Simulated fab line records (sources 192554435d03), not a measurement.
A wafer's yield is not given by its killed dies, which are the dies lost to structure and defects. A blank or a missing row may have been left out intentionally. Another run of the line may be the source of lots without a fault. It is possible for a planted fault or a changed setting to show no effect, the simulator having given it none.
Chamber matching	flow n5Finfet	rieDiel-03 running N5_BEOL_M14_ETCH_68: 4 sister chambers
The step etches SOC in N2/H2, time 450 s. 16 wafers are shown with their chamber, then 8 later ones without.

== WAFERS, EACH WITH ITS CHAMBER ==
wafer	chamber	drypumpMotorCurrentA (A)	showerheadPlenumPTorr (Torr)	throttleValvePct (%)
L075.2	2	5.6	2.57	17.27
L075.4	0	5.5	2.67	17.23
L075.6	3	6.0	2.53	17.69
L077.1	2	5.6	2.57	17.27
L077.2	3	6.0	2.53	17.69
L077.5	3	6.0	2.53	17.70
L076.2	3	6.0	2.53	17.70
L076.3	1	6.1	2.58	17.52
L076.5	0	5.5	2.67	17.24
L080.2	3	6.0	2.53	17.71
L080.5	3	6.0	2.53	17.70
L080.6	0	5.5	2.66	17.28
L081.2	2	5.6	2.56	17.29
L081.4	0	5.4	2.66	17.26
L081.5	2	5.6	2.56	17.30
L087.3	2	5.6	2.56	17.34

SIGNATURES (means of the wafers above)
reading	chamber 0	chamber 1	chamber 2	chamber 3	scatter within a chamber
drypumpMotorCurrentA	5.475	6.100	5.600	6.000	0.025
showerheadPlenumPTorr	2.6650	2.5800	2.5640	2.5300	0.00428
throttleValvePct	17.2525	17.5200	17.2940	17.6983	0.0206
Rule: a wafer's distance from a chamber is the root of the sum, over the readings, of the square of ((its reading less the chamber's mean) divided by the reading's scatter). The wafer belongs to the nearest chamber; if the next one is less than 2 further off, it can't be placed. The scatter: the root of (the sum of the squares of (reading less its chamber's mean) over the shown wafers, divided by (wafers less chambers)).

== WAFERS WHOSE CHAMBER IS MISSING ==
wafer	drypumpMotorCurrentA (A)	showerheadPlenumPTorr (Torr)	throttleValvePct (%)
L087.4	6.1	2.57	17.57
L087.5	5.5	2.66	17.28
L090.3	5.5	2.65	17.28
L090.4	6.0	2.52	17.77
L090.5	5.6	2.56	17.33
L093.2	6.2	2.56	17.58
L093.3	5.4	2.65	17.32
L093.4	6.0	2.52	17.75

== CHAMBER TAKEN BY EACH ==
wafer	from the rows above	in truth
L087.4	1	1
L087.5	0	0
L090.3	0	0
L090.4	3	3
L090.5	2	2
L093.2	1	1
L093.3	0	0
L093.4	3	3
8 of 8 placed correctly. Can't be placed from these rows: 0. Wrongly placed: 0.
